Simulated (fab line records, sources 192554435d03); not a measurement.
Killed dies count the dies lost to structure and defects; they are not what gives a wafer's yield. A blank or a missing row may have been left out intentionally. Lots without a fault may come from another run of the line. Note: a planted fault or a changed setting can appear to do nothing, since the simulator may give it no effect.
fab line records -- flow n5-finfet
record lots=10, wafers=29, last-day=21
route steps=1938 shown BEOL_M1@828 BEOL_M2@844 BEOL_M4@1111 PASSIVATION@1936
lots that met no fault: taken from a fault-free run of the same line
start-h: hours from the record's first day to the start of the lot's first wafer shown -- wait-h: hours elapsed since this lot's preceding step -- " unchanged from the row above -- L1.1+2: several wafers, shown together as one row -- - either no value or no given start -- * or withheld: withheld -- < > ~ a bound
route shown NAME@n: NAME is a module with steps in the file, n the number in the route of the first one -- usual: average and standard deviation across the fault-free wafers -- same: alike in all rows -- chamber/n: place in a boat -- sites: each site's reading -- _std_site: the standard deviation of these -- _edge_site: outer sites' mean less inner sites' -- radius-mm: for every site, how far away it sits from the centre of the wafer -- mask NAME#n: copy n -- behind: the tool/chamber that last shaped the wafer -- hold: reason for holding the lot/hours on hold/outcome of the hold -- device: the n, p or np transistor that did not switch -- end of line: at the end of the route, the tests of the same wafers -- a step without rows: its recipe alone -- killed: the dies lost at the first sort to structure and to defects; this is not the yield of the wafer -- map: a wafer's dies, x killed, . not, _ none there
set.NAME: setting as actually run; set.NAME@STEP: the setting as run at that earlier step -- model.NAME: the simulator's own value behind a step, which no gauge read
a sample of lots followed through the steps of the route, with each step as a table and each wafer as a row
services: from which hour (start-h, from the record's first day; less than 0 if before it) a tool's chamber was out of use, for how many hours, and why
## steps
# step N5_BEOL_M1_SPUTTER_94
# recipe material=Cu, target-thk-a=45, temp-c=-20, chamber-pressure-pa=0.07, power-w=withheld, time-s=8.29
# usual chamber-pressure-pa=0.07/0.00015, chuck-sensor-temp-C=-16.1/0.49, throttle-valve-pct=30.0/0.73
lot.wafer,tool,chamber,start-h,wait-h,chamber-pressure-pa,chuck-sensor-temp-C,throttle-valve-pct
L751.1,pvd-sputter-03,-,174.55,0.1,0.07006,-16.9,30.9
L751.4,pvd-sputter-03,-,174.55,0.1,0.07031,-16.6,28.8
L751.6,pvd-sputter-03,-,174.55,0.1,0.06986,-15.5,30.2
L752.2,pvd-sputter-01,-,174.76,0.1,0.07,-16.0,30.8
L752.4,pvd-sputter-01,-,174.76,0.1,0.07018,-16.5,29.2
L754.2,pvd-sputter-02,-,177.70,0.1,0.07023,-16.3,29.7
L754.3,pvd-sputter-02,-,177.70,0.1,0.07031,-15.6,29.9
L754.5,pvd-sputter-02,-,177.70,0.1,0.0699,-15.5,30.0
L753.2,pvd-sputter-03,-,178.47,0.1,0.06994,-16.9,31.3
L753.4,pvd-sputter-03,-,178.47,0.1,0.06995,-16.5,29.6
L753.6,pvd-sputter-03,-,178.47,0.1,0.07007,-16.8,31.2
L757.2,pvd-sputter-02,-,200.22,0.1,0.07016,-15.7,29.9
L757.4,pvd-sputter-02,-,200.22,0.1,0.07007,-15.6,30.5
L757.5,pvd-sputter-02,-,200.22,0.1,0.06977,-16.3,29.6
L763.2,pvd-sputter-02,-,207.20,0.1,0.07021,-15.6,30.3
L763.3,pvd-sputter-02,-,207.20,0.1,0.07006,-16.3,29.7
L763.4,pvd-sputter-02,-,207.20,0.1,0.06987,-16.2,29.5
L764.1,pvd-sputter-01,-,230.07,0.1,0.07014,-16.3,29.3
L764.2,pvd-sputter-01,-,230.07,0.1,0.07025,-15.8,29.8
L764.6,pvd-sputter-01,-,230.07,0.1,0.07008,-16.0,29.9
L769.2,pvd-sputter-01,-,254.74,0.1,0.06997,-16.5,29.2
L769.3,pvd-sputter-01,-,254.74,0.1,0.06973,-15.5,29.5
L769.5,pvd-sputter-01,-,254.74,0.1,0.06995,-16.0,30.0
L773.1,pvd-sputter-02,-,262.60,0.1,0.06991,-16.2,29.3
L773.2,pvd-sputter-02,-,262.60,0.1,0.06998,-16.4,30.1
L773.5,pvd-sputter-02,-,262.60,0.1,0.06982,-15.6,30.7
L774.4,pvd-sputter-03,-,274.36,0.1,0.06971,-16.6,29.2
L774.5,pvd-sputter-03,-,274.36,0.1,0.07,-16.6,29.1
L774.6,pvd-sputter-03,-,274.36,0.1,0.06998,-16.4,29.3
# step N5_BEOL_M1_ANNEAL_95
# recipe temp-c=400, time-s=240, ambient=vacuum
# usual heater-power-w=782/70
lot.wafer,tool,chamber,start-h,wait-h,heater-power-w
L751.1,pvd-sputter-03,-,174.63,0.0,820
L751.4,pvd-sputter-03,-,174.63,0.0,667
L751.6,pvd-sputter-03,-,174.63,0.0,815
L752.2,pvd-sputter-01,-,174.84,0.0,741
L752.4,pvd-sputter-01,-,174.84,0.0,777
L754.2,pvd-sputter-02,-,177.78,0.0,701
L754.3,pvd-sputter-02,-,177.78,0.0,770
L754.5,pvd-sputter-02,-,177.78,0.0,766
L753.2,pvd-sputter-03,-,178.55,0.0,827
L753.4,pvd-sputter-03,-,178.55,0.0,755
L753.6,pvd-sputter-03,-,178.55,0.0,795
L757.2,pvd-sputter-02,-,200.30,0.0,773
L757.4,pvd-sputter-02,-,200.30,0.0,877
L757.5,pvd-sputter-02,-,200.30,0.0,699
L763.2,pvd-sputter-02,-,207.28,0.0,862
L763.3,pvd-sputter-02,-,207.28,0.0,698
L763.4,pvd-sputter-02,-,207.28,0.0,696
L764.1,pvd-sputter-01,-,230.15,0.0,783
L764.2,pvd-sputter-01,-,230.15,0.0,925
L764.6,pvd-sputter-01,-,230.15,0.0,925
L769.2,pvd-sputter-01,-,254.82,0.0,782
L769.3,pvd-sputter-01,-,254.82,0.0,837
L769.5,pvd-sputter-01,-,254.82,0.0,907
L773.1,pvd-sputter-02,-,262.68,0.0,699
L773.2,pvd-sputter-02,-,262.68,0.0,695
L773.5,pvd-sputter-02,-,262.68,0.0,879
L774.4,pvd-sputter-03,-,274.44,0.0,770
L774.5,pvd-sputter-03,-,274.44,0.0,669
L774.6,pvd-sputter-03,-,274.44,0.0,760
# step N5_BEOL_M2_HM_DEP_02
# recipe material=TiN, target-thk-a=200, temp-c=25, chamber-pressure-pa=0.49996
# usual chamber-pressure-pa=0.5000/0.00093, throttle-valve-pct=29.9/0.64
lot.wafer,tool,chamber,start-h,wait-h,chamber-pressure-pa,throttle-valve-pct
L751.1,pvd-sputter-02,-,176.06,0.1,0.5000,29.7
L751.4,pvd-sputter-02,-,176.06,0.1,0.4979,29.4
L751.6,pvd-sputter-02,-,176.06,0.1,0.5005,30.5
L752.2,pvd-sputter-01,-,176.98,0.6,0.5000,29.7
L752.4,pvd-sputter-01,-,176.98,0.6,0.5006,29.7
L754.2,pvd-sputter-02,-,179.84,0.7,0.4990,30.6
L754.3,pvd-sputter-02,-,179.84,0.7,0.4995,29.8
L754.5,pvd-sputter-02,-,179.84,0.7,0.4990,30.0
L753.2,pvd-sputter-02,-,180.38,0.5,0.5005,29.6
L753.4,pvd-sputter-02,-,180.38,0.5,0.5006,29.5
L753.6,pvd-sputter-02,-,180.38,0.5,0.5007,29.7
L757.2,pvd-sputter-02,-,204.06,2.4,0.5013,29.5
L757.4,pvd-sputter-02,-,204.06,2.4,0.5003,30.0
L757.5,pvd-sputter-02,-,204.06,2.4,0.4994,29.8
L763.2,pvd-sputter-03,-,209.84,1.2,0.4992,30.4
L763.3,pvd-sputter-03,-,209.84,1.2,0.5018,29.6
L763.4,pvd-sputter-03,-,209.84,1.2,0.4995,29.1
L764.1,pvd-sputter-02,-,231.66,0.0,0.4985,30.2
L764.2,pvd-sputter-02,-,231.66,0.0,0.4991,29.5
L764.6,pvd-sputter-02,-,231.66,0.0,0.5007,29.9
L769.2,pvd-sputter-03,-,259.26,2.8,0.4998,30.2
L769.3,pvd-sputter-03,-,259.26,2.8,0.4996,29.4
L769.5,pvd-sputter-03,-,259.26,2.8,0.4999,28.7
L773.1,pvd-sputter-01,-,265.96,1.8,0.4995,29.2
L773.2,pvd-sputter-01,-,265.96,1.8,0.4990,31.2
L773.5,pvd-sputter-01,-,265.96,1.8,0.4982,30.9
L774.4,pvd-sputter-01,-,276.51,0.7,0.5018,31.3
L774.5,pvd-sputter-01,-,276.51,0.7,0.5001,31.1
L774.6,pvd-sputter-01,-,276.51,0.7,0.4992,29.3
# step N5_BEOL_M2_COAT_62
# recipe resist=SiARC, temp-c=220, time-s=60, spin-rpm=1500, resist-thk-nm=12
# usual dispense-pressure-kPa=50.0/2.7, heater-power-total-W=427.2/2.1, resist-line-temp-C=22.99/0.11, spin-speed-rpm=1499.9/0.97
lot.wafer,tool,chamber,start-h,wait-h,dispense-pressure-kPa,heater-power-total-W,resist-line-temp-C,spin-speed-rpm
L751.1,litho-track-04,0,176.18,-,52.7,425.5,22.90,1499.6
L751.4,litho-track-04,0,176.18,-,52.8,426.0,22.98,1499.6
L751.6,litho-track-04,0,176.18,-,52.8,426.9,23.05,1498.8
L752.2,litho-track-04,0,177.11,-,52.7,429.3,22.91,1499.5
L752.4,litho-track-04,0,177.11,-,52.8,424.4,22.93,1498.4
L754.2,litho-track-04,0,179.97,-,52.7,424.1,22.76,1499.8
L754.3,litho-track-04,0,179.97,-,52.7,427.6,22.98,1499.8
L754.5,litho-track-04,0,179.97,-,52.7,429.4,22.76,1499.3
L753.2,litho-track-04,0,180.51,-,52.7,426.5,23.11,1500.5
L753.4,litho-track-04,0,180.51,-,52.7,427.0,23.20,1500.8
L753.6,litho-track-04,0,180.51,-,52.7,430.8,23.15,1500.4
L757.2,litho-track-02,0,204.19,-,46.9,424.8,23.16,1501.3
L757.4,litho-track-02,0,204.19,-,46.8,428.2,23.11,1500.4
L757.5,litho-track-02,0,204.19,-,46.9,425.1,23.05,1499.8
L763.2,litho-track-04,0,209.97,-,52.8,428.8,23.07,1544.5
L763.3,litho-track-04,0,209.97,-,52.7,428.5,22.96,1546.3
L763.4,litho-track-04,0,209.97,-,52.8,424.4,22.85,1547.6
L764.1,litho-track-04,0,231.79,-,52.7,427.2,22.88,1544.9
L764.2,litho-track-04,0,231.79,-,52.8,429.0,22.85,1546.7
L764.6,litho-track-04,0,231.79,-,52.8,425.8,22.99,1546.5
L769.2,litho-track-02,0,259.39,-,46.9,424.2,22.99,1499.0
L769.3,litho-track-02,0,259.39,-,46.9,428.8,23.07,1501.4
L769.5,litho-track-02,0,259.39,-,46.9,426.9,23.15,1501.2
L773.1,litho-track-02,0,266.09,-,46.9,428.9,23.05,1497.7
L773.2,litho-track-02,0,266.09,-,46.9,430.0,22.96,1499.5
L773.5,litho-track-02,0,266.09,-,46.9,425.0,22.86,1500.7
L774.4,litho-track-05,0,276.64,-,47.7,427.9,23.16,1500.8
L774.5,litho-track-05,0,276.64,-,47.7,429.0,23.06,1498.9
L774.6,litho-track-05,0,276.64,-,47.7,429.6,22.93,1501.1
# step N5_BEOL_M4_RC_MEAS_101
# usual DIBL_N=36.1/2.3, DIBL_P=36/3.2, IOFF_N=0.16/0.045, IOFF_P=0.21/0.049, ION_N=674/14, ION_P=462/8.4, SS_N=71.6/0.83, SS_P=73.2/0.87, VT_N=249/3.8, VT_P=-250/3.4
lot.wafer,tool,chamber,start-h,wait-h,DIBL_N[mV/V],DIBL_P[mV/V],IOFF_N[nA/um],IOFF_P[nA/um],ION_N[uA/um],ION_P[uA/um],SS_N[mV/dec],SS_P[mV/dec],VT_N[mV],VT_P[mV]
L751.1,prober-02,0,236.98,0.3,35.1,34,0.13,0.21,659,461,70.7,72.9,250,-249
L751.4,prober-02,0,236.98,0.3,39.1,39,0.20,0.28,675,466,72.3,73.6,248,-246
L751.6,prober-02,0,236.98,0.3,37.9,37,0.18,0.25,673,465,71.7,73.7,248,-245
L754.2,prober-01,0,260.07,0.2,39.1,42,0.22,0.29,686,468,72.3,74.4,246,-246
L754.3,prober-01,0,260.07,0.2,38.2,40,0.20,0.26,679,465,72.0,73.7,248,-246
L754.5,prober-01,0,260.07,0.2,36.7,39,0.19,0.26,695,481,71.3,73.7,244,-246
L753.2,prober-01,0,266.49,0.2,36.3,33,0.14,0.18,650,449,71.9,72.9,254,-250
L753.4,prober-01,0,266.49,0.2,33.2,30,0.10,0.15,672,459,71.6,72.3,255,-253
L753.6,prober-01,0,266.49,0.2,36.7,35,0.14,0.21,682,470,72.0,73.0,253,-250
L752.2,prober-01,0,271.85,0.2,33.3,35,0.12,0.19,655,460,70.6,73.0,254,-250
L752.4,prober-01,0,271.85,0.2,34.5,36,0.13,0.23,664,464,70.5,72.7,249,-244
L757.2,prober-02,0,277.70,0.2,35.9,36,0.16,0.18,671,449,71.5,74.0,248,-250
L757.4,prober-02,0,277.70,0.2,31.9,31,0.10,0.13,663,451,69.7,72.0,252,-256
L757.5,prober-02,0,277.70,0.2,35.3,34,0.16,0.17,670,453,70.8,72.7,246,-255
L763.2,prober-02,0,297.29,0.2,34.9,35,0.13,0.20,682,472,71.0,73.2,253,-250
L763.3,prober-02,0,297.29,0.2,35.4,33,0.13,0.17,662,458,71.3,72.0,251,-255
L763.4,prober-02,0,297.29,0.2,34.2,33,0.11,0.15,648,444,70.2,72.0,257,-256
L764.1,prober-02,0,344.81,0.0,37.5,37,0.18,0.23,666,457,72.6,73.9,248,-250
L764.2,prober-02,0,344.81,0.0,32.3,30,0.11,0.14,656,448,70.9,71.3,255,-256
L764.6,prober-02,0,344.81,0.0,33.1,31,0.11,0.15,658,453,71.1,72.1,252,-254
L769.2,prober-02,0,355.66,0.2,36.0,35,0.16,0.22,669,460,71.3,72.8,248,-247
L769.3,prober-02,0,355.66,0.2,34.3,33,0.15,0.20,670,459,71.2,72.3,248,-248
L769.5,prober-02,0,355.66,0.2,38.8,39,0.24,0.29,688,464,72.0,73.4,243,-247
L773.1,prober-02,0,364.44,0.0,39.9,39,0.22,0.24,707,474,72.3,74.2,244,-250
L773.2,prober-02,0,364.44,0.0,36.0,34,0.14,0.17,661,450,70.8,73.0,250,-252
L773.5,prober-02,0,364.44,0.0,35.4,33,0.13,0.17,670,460,70.4,72.0,251,-248
L774.4,prober-01,0,394.25,0.5,37.5,39,0.20,0.25,683,463,72.7,73.3,246,-248
L774.5,prober-01,0,394.25,0.5,40.1,42,0.24,0.29,679,461,72.7,74.2,246,-248
L774.6,prober-01,0,394.25,0.5,37.4,38,0.19,0.24,681,466,72.0,73.7,247,-247
# step N5_PASSIVATION_PROBE_49
# usual defect-limited-yield=90.9/1.6, killed_at_M0_to_M3=37/11, killed_at_M4_up=15/5.6, killed-at-contacts=13/6.4, killed-at-front-end=39/11, killed-at-other=4/3.1, killed-dies=107/19, killed-on-rim=14/4.3, killed-open=71/14, killed-short=34/7.8, sort_bin_5_function=5.3/1, sort_bin_6_memory=3.4/0.72, sort_bin_8_speed=0.0/0.42, sort-n-pass=1072/20, sort-yield-pct=90.9/1.7
# same gross-dies=1180, killed-at-back-side=0, sort_bin_4_leakage[%]=0
lot.wafer,tool,chamber,start-h,wait-h,defect-limited-yield[%],killed_at_M0_to_M3,killed_at_M4_up,killed-at-contacts,killed-at-front-end,killed-at-other,killed-dies,killed-on-rim,killed-open,killed-short,sort_bin_5_function[%],sort_bin_6_memory[%],sort_bin_8_speed[%],sort-n-pass,sort-yield-pct[%]
L751.1,prober-02,-,356.74,0.3,92.9,28,18,8,29,1,84,5,62,20,4.1,3.0,0,1096,92.9
L751.4,prober-02,-,356.89,0.5,91.3,27,18,12,44,2,103,15,66,34,5.4,3.0,0.1,1077,91.3
L751.6,prober-02,-,356.99,0.6,91.1,36,14,5,43,7,105,8,68,32,5.3,3.3,0,1075,91.1
L754.2,prober-02,-,368.48,0.1,89.5,41,23,26,30,4,124,15,82,34,5.2,4.4,0,1056,89.5
L754.3,prober-02,-,368.53,0.1,90.3,36,10,15,52,2,115,18,68,37,5.3,3.4,0,1065,90.3
L754.5,prober-02,-,368.63,0.2,88.6,33,22,16,50,14,135,17,78,48,5.8,4.6,0,1045,88.6
L752.2,prober-01,-,370.53,0.1,91.1,43,14,10,32,6,105,16,62,38,4.7,3.6,0,1075,91.1
L752.4,prober-01,-,370.63,0.2,94.2,21,15,4,27,2,69,13,40,25,3.7,2.1,0,1111,94.2
L753.2,prober-02,-,370.95,0.1,90.9,44,26,4,31,2,107,11,79,27,5.7,3.0,0,1073,90.9
L753.4,prober-02,-,371.05,0.2,92.0,41,10,6,34,3,94,8,60,31,4.5,3.1,0,1086,92.0
L753.6,prober-02,-,371.15,0.3,92.3,30,15,9,37,0,91,11,64,25,5.3,2.2,0,1089,92.3
L757.2,prober-02,-,395.33,0.1,92.5,35,18,17,17,2,89,12,65,21,4.4,3.0,0,1091,92.5
L757.4,prober-02,-,395.43,0.2,91.4,33,29,15,25,0,102,16,66,33,5.4,2.7,0,1078,91.4
L757.5,prober-02,-,395.48,0.2,92.7,43,12,4,19,8,86,12,58,26,3.9,2.9,0,1094,92.7
L763.2,prober-02,-,429.19,0.1,91.3,15,26,19,38,5,103,16,73,26,4.7,3.7,0,1077,91.3
L763.3,prober-02,-,429.24,0.1,92.5,25,9,10,43,1,88,11,62,23,4.6,2.6,0,1092,92.5
L763.4,prober-02,-,429.29,0.2,88.6,35,32,13,52,2,134,14,95,37,7.4,3.6,0.2,1044,88.5
L764.1,prober-01,-,467.93,0.0,92.6,35,6,11,31,4,87,9,50,37,4.1,3.3,0,1093,92.6
L764.2,prober-01,-,467.98,0.1,89.8,53,15,19,28,5,120,15,76,42,6.0,3.6,0,1060,89.8
L764.6,prober-01,-,468.18,0.3,92.9,30,12,15,25,2,84,11,56,26,4.0,3.1,0,1096,92.9
L773.1,prober-02,-,479.04,0.0,93.6,39,10,12,14,1,76,10,54,21,4.2,2.1,0,1104,93.6
L773.2,prober-02,-,479.09,0.1,91.5,54,10,9,26,1,100,14,67,32,4.9,3.4,0,1080,91.5
L773.5,prober-02,-,479.24,0.2,91.9,47,10,10,24,5,96,20,64,32,4.5,3.4,0,1084,91.9
L769.2,prober-02,-,491.57,0.1,91.0,26,17,9,51,3,106,17,64,40,5.3,3.4,0,1074,91.0
L769.3,prober-02,-,491.62,0.1,89.7,29,25,14,52,1,121,17,81,35,5.8,4.2,0,1059,89.7
L769.5,prober-02,-,491.72,0.2,91.4,36,15,11,37,3,102,12,68,33,5.3,3.2,0,1078,91.4
L774.4,prober-02,-,506.92,0.6,88.6,68,3,14,49,1,135,16,93,40,6.4,4.4,0,1045,88.6
L774.5,prober-02,-,506.97,0.7,90.5,34,14,10,50,4,112,23,65,44,5.6,3.2,0,1068,90.5
L774.6,prober-02,-,507.02,0.7,93.2,37,7,4,29,3,80,15,54,25,4.4,2.4,0,1100,93.2
# killed by level:class
L751.1 BEOL_M3:geometric-particle:open=11 BEOL_M4:geometric-particle:open=9 STI_FIN_REVEAL:geometric-particle:open=7 MOL_CONTACT_COAG:geometric-particle:open=5 DUMMY_GATE:geometric-particle:open=4 BEOL_M0_SAQP:geometric-particle:short=4 BEOL_M1:geometric-particle:open=4 BEOL_M2:geometric-particle:open=4
L751.4 STI_FIN_REVEAL:geometric-particle:open=9 BEOL_M3:geometric-particle:open=9 BEOL_M4:geometric-particle:open=8 MOL_CONTACT_COAG:geometric-particle:open=8 GATE_CUT:geometric-particle:short=6 FIN_SAQP:geometric-particle:open=5 GATE_CUT:geometric-particle:open=4 MOL_CONTACT_COAG:geometric-particle:short=4
L751.6 FIN_SAQP:geometric-particle:open=13 BEOL_M1:geometric-particle:open=10 GATE_CUT:geometric-particle:short=8 BEOL_M2:geometric-particle:open=8 BEOL_M3:geometric-particle:open=8 DUMMY_GATE:geometric-particle:open=6 FIN_SAQP:geometric-particle:short=5 BEOL_M4:geometric-particle:open=5
L754.2 MOL_CONTACT_COAG:geometric-particle:open=22 BEOL_M4:geometric-particle:open=12 DUMMY_GATE:geometric-particle:open=9 BEOL_M0_SAQP:geometric-particle:short=9 BEOL_M3:geometric-particle:open=8 BEOL_M2:geometric-particle:open=7 BEOL_M0_SAQP:geometric-particle:open=6 BEOL_M5:geometric-particle:open=5
L754.3 MOL_CONTACT_COAG:geometric-particle:open=12 FIN_SAQP:geometric-particle:open=10 FIN_SAQP:geometric-particle:short=9 HKMG_FIN:area-etch=8 BEOL_M2:geometric-particle:open=7 STI_FIN_REVEAL:geometric-particle:open=6 BEOL_M0_SAQP:geometric-particle:short=6 BEOL_M0_SAQP:geometric-particle:open=6
L754.5 FIN_SAQP:geometric-particle:short=11 BEOL_M4:geometric-particle:open=10 FIN_SAQP:geometric-particle:open=9 MOL_CONTACT_COAG:geometric-particle:open=9 BEOL_M3:geometric-particle:open=8 BEOL_M5:geometric-particle:open=7 MOL_CONTACT_COAG:geometric-particle:short=7 BEOL_M0_SAQP:geometric-particle:open=7
L752.2 BEOL_M0_SAQP:geometric-particle:open=15 BEOL_M0_SAQP:geometric-particle:short=13 GATE_CUT:geometric-particle:short=9 MOL_CONTACT_COAG:geometric-particle:open=7 FIN_SAQP:geometric-particle:open=6 GATE_CUT:geometric-particle:open=5 BEOL_M1:geometric-particle:open=5 BEOL_M4:geometric-particle:open=4
L752.4 BEOL_M0_SAQP:geometric-particle:short=7 BEOL_M4:geometric-particle:open=6 DUMMY_GATE:geometric-particle:open=4 GATE_CUT:geometric-particle:open=4 FIN_SAQP:geometric-particle:short=3 FIN_SAQP:geometric-particle:open=3 GATE_CUT:geometric-particle:short=3 BEOL_M0_SAQP:geometric-particle:open=3
L753.2 BEOL_M0_SAQP:geometric-particle:open=15 BEOL_M4:geometric-particle:open=12 BEOL_M2:geometric-particle:open=11 BEOL_M3:geometric-particle:open=7 STI_FIN_REVEAL:geometric-particle:open=6 FIN_SAQP:geometric-particle:open=5 BEOL_M0_SAQP:geometric-particle:short=5 GATE_CUT:geometric-particle:open=4
L753.4 BEOL_M0_SAQP:geometric-particle:open=11 DUMMY_GATE:geometric-particle:open=8 BEOL_M0_SAQP:geometric-particle:short=8 BEOL_M3:geometric-particle:open=7 BEOL_M4:geometric-particle:open=6 BEOL_M2:geometric-particle:open=6 STI_FIN_REVEAL:geometric-particle:open=5 GATE_CUT:geometric-particle:short=4
L753.6 BEOL_M4:geometric-particle:open=9 FIN_SAQP:geometric-particle:open=7 STI_FIN_REVEAL:geometric-particle:open=7 MOL_CONTACT_COAG:geometric-particle:open=7 BEOL_M2:geometric-particle:open=7 BEOL_M3:geometric-particle:open=7 BEOL_M1:geometric-particle:open=4 STARTING-WAFER:geometric-particle:short=4
L757.2 MOL_CONTACT_COAG:geometric-particle:open=14 BEOL_M2:geometric-particle:open=13 BEOL_M4:geometric-particle:open=9 STI_FIN_REVEAL:geometric-particle:open=5 BEOL_M3:geometric-particle:open=5 FIN_SAQP:geometric-particle:open=3 GATE_CUT:geometric-particle:short=3 MOL_CONTACT_COAG:geometric-particle:short=3
L757.4 BEOL_M4:geometric-particle:open=16 MOL_CONTACT_COAG:geometric-particle:open=13 BEOL_M1:geometric-particle:open=10 FIN_SAQP:geometric-particle:short=9 BEOL_M0_SAQP:geometric-particle:short=5 FIN_SAQP:geometric-particle:open=4 BEOL_M0:geometric-particle:short=4 BEOL_M4:geometric-particle:short=4
L757.5 BEOL_M1:geometric-particle:open=12 BEOL_M2:geometric-particle:open=8 BEOL_M0_SAQP:geometric-particle:open=5 BEOL_M0_SAQP:geometric-particle:short=5 BEOL_M0:geometric-particle:open=4 FIN_SAQP:geometric-particle:open=3 ILD0:geometric-particle:open=3 MOL_CONTACT_COAG:geometric-particle:open=3
L763.2 FIN_SAQP:geometric-particle:open=18 MOL_CONTACT_COAG:geometric-particle:open=16 BEOL_M4:geometric-particle:open=16 FIN_SAQP:geometric-particle:short=9 STI_FIN_REVEAL:geometric-particle:open=4 MOL_CONTACT_COAG:geometric-particle:short=3 SD_EPI_N:coat-microbubble-printed=2 GATE_CUT:geometric-particle:short=2
L763.3 FIN_SAQP:geometric-particle:open=14 MOL_CONTACT_COAG:geometric-particle:open=10 BEOL_M3:geometric-particle:open=10 STI_FIN_REVEAL:geometric-particle:open=9 GATE_CUT:geometric-particle:short=7 FIN_SAQP:geometric-particle:short=4 BEOL_M4:geometric-particle:open=4 BEOL_M0:geometric-particle:short=3
L763.4 BEOL_M4:geometric-particle:open=19 FIN_SAQP:geometric-particle:open=17 MOL_CONTACT_COAG:geometric-particle:open=13 BEOL_M3:geometric-particle:open=11 FIN_SAQP:geometric-particle:short=8 STI_FIN_REVEAL:geometric-particle:open=8 BEOL_M2:geometric-particle:open=7 BEOL_M3:geometric-particle:short=5
L764.1 MOL_CONTACT_COAG:geometric-particle:open=9 BEOL_M0_SAQP:geometric-particle:open=9 BEOL_M0_SAQP:geometric-particle:short=9 BEOL_M1:geometric-particle:open=8 FIN_SAQP:geometric-particle:short=7 FIN_SAQP:geometric-particle:open=5 GATE_CUT:geometric-particle:short=5 STI_FIN_REVEAL:geometric-particle:open=4
L764.2 BEOL_M1:geometric-particle:open=17 MOL_CONTACT_COAG:geometric-particle:open=15 BEOL_M0_SAQP:geometric-particle:short=9 BEOL_M0_SAQP:geometric-particle:open=8 BEOL_M4:geometric-particle:open=7 BEOL_M3:geometric-particle:open=6 BEOL_M1:geometric-particle:short=5 STI_FIN_REVEAL:geometric-particle:open=4
L764.6 MOL_CONTACT_COAG:geometric-particle:open=9 BEOL_M0_SAQP:geometric-particle:open=7 STI_FIN_REVEAL:geometric-particle:open=6 BEOL_M1:geometric-particle:open=6 BEOL_M0_SAQP:geometric-particle:short=6 MOL_CONTACT_COAG:geometric-particle:short=5 BEOL_M3:geometric-particle:open=5 BEOL_M4:geometric-particle:open=5
L773.1 MOL_CONTACT_COAG:geometric-particle:open=11 BEOL_M0_SAQP:geometric-particle:open=10 BEOL_M0_SAQP:geometric-particle:short=8 BEOL_M3:geometric-particle:open=8 BEOL_M1:geometric-particle:open=5 BEOL_M4:geometric-particle:open=5 STI_FIN_REVEAL:geometric-particle:open=3 BEOL_M2:geometric-particle:open=3
L773.2 BEOL_M2:geometric-particle:open=14 BEOL_M0_SAQP:geometric-particle:open=10 MOL_CONTACT_COAG:geometric-particle:open=9 BEOL_M0_SAQP:geometric-particle:short=6 BEOL_M1:geometric-particle:short=6 BEOL_M1:geometric-particle:open=6 BEOL_M3:geometric-particle:open=6 BEOL_M4:geometric-particle:open=5
L773.5 BEOL_M2:geometric-particle:open=13 BEOL_M3:geometric-particle:open=10 MOL_CONTACT_COAG:geometric-particle:open=7 DUMMY_GATE:geometric-particle:open=6 BEOL_M0_SAQP:geometric-particle:open=6 BEOL_M0_SAQP:geometric-particle:short=5 BEOL_M1:geometric-particle:open=5 FIN_SAQP:geometric-particle:short=3
L769.2 FIN_SAQP:geometric-particle:short=12 FIN_SAQP:geometric-particle:open=11 BEOL_M4:geometric-particle:open=10 STI_FIN_REVEAL:geometric-particle:open=9 MOL_CONTACT_COAG:geometric-particle:open=9 BEOL_M1:geometric-particle:open=6 STI_FIN_REVEAL:geometric-particle:short=5 BEOL_M0:geometric-particle:open=4
L769.3 STI_FIN_REVEAL:geometric-particle:open=15 MOL_CONTACT_COAG:geometric-particle:open=10 BEOL_M4:geometric-particle:open=10 FIN_SAQP:geometric-particle:short=9 FIN_SAQP:geometric-particle:open=8 BEOL_M1:geometric-particle:open=7 BEOL_M0_SAQP:geometric-particle:short=5 BEOL_M5:geometric-particle:short=5
L769.5 STI_FIN_REVEAL:geometric-particle:open=11 BEOL_M0_SAQP:geometric-particle:open=11 BEOL_M0_SAQP:geometric-particle:short=8 FIN_SAQP:geometric-particle:open=7 MOL_CONTACT_COAG:geometric-particle:open=6 FIN_SAQP:geometric-particle:short=5 DUMMY_GATE:geometric-particle:open=5 MOL_CONTACT_COAG:geometric-particle:short=5
L774.4 BEOL_M0_SAQP:geometric-particle:open=23 BEOL_M0_SAQP:geometric-particle:short=14 STI_FIN_REVEAL:geometric-particle:open=12 BEOL_M3:geometric-particle:open=12 FIN_SAQP:geometric-particle:open=11 MOL_CONTACT_COAG:geometric-particle:open=10 FIN_SAQP:geometric-particle:short=9 BEOL_M2:geometric-particle:open=9
L774.5 FIN_SAQP:geometric-particle:short=17 FIN_SAQP:geometric-particle:open=11 BEOL_M0_SAQP:geometric-particle:open=10 MOL_CONTACT_COAG:geometric-particle:open=8 BEOL_M2:geometric-particle:open=6 BEOL_M3:geometric-particle:open=6 SPACER0:geometric-particle:short=5 BEOL_M0_SAQP:geometric-particle:short=5
L774.6 BEOL_M1:geometric-particle:open=8 BEOL_M0_SAQP:geometric-particle:short=7 FIN_SAQP:geometric-particle:open=5 BEOL_M0_SAQP:geometric-particle:open=5 BEOL_M3:geometric-particle:open=5 STI_FIN_REVEAL:geometric-particle:open=4 MOL_CONTACT_COAG:geometric-particle:open=4 BEOL_M0:geometric-particle:open=4
## services
tool,chamber,start-h,hours,kind
litho-track-05,-,181.99,-,consumable-replace:filter
pvd-sputter-03,-,216.35,1.0,repair
## key
first-sign step=N5_BEOL_M2_COAT_62, reading=spin-speed-rpm, direction=up, sigmas=48, usual=*, struck=*
effect none on later readings
met-at N5_BEOL_M2_COAT_62
struck-lots L763,L764
not-acting-at N5_BEOL_M1_SPUTTER_94,N5_BEOL_M1_ANNEAL_95,N5_BEOL_M2_HM_DEP_02
onset-between 180.51 209.97
fault kind=process-parameter-drift, tool=litho-track-04, chamber=-, onset-h=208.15, steps=N5_BEOL_M2_COAT_62, channel=spin-rpm, offset=*, shape=step, end-h=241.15, acts-in=*, stated=*
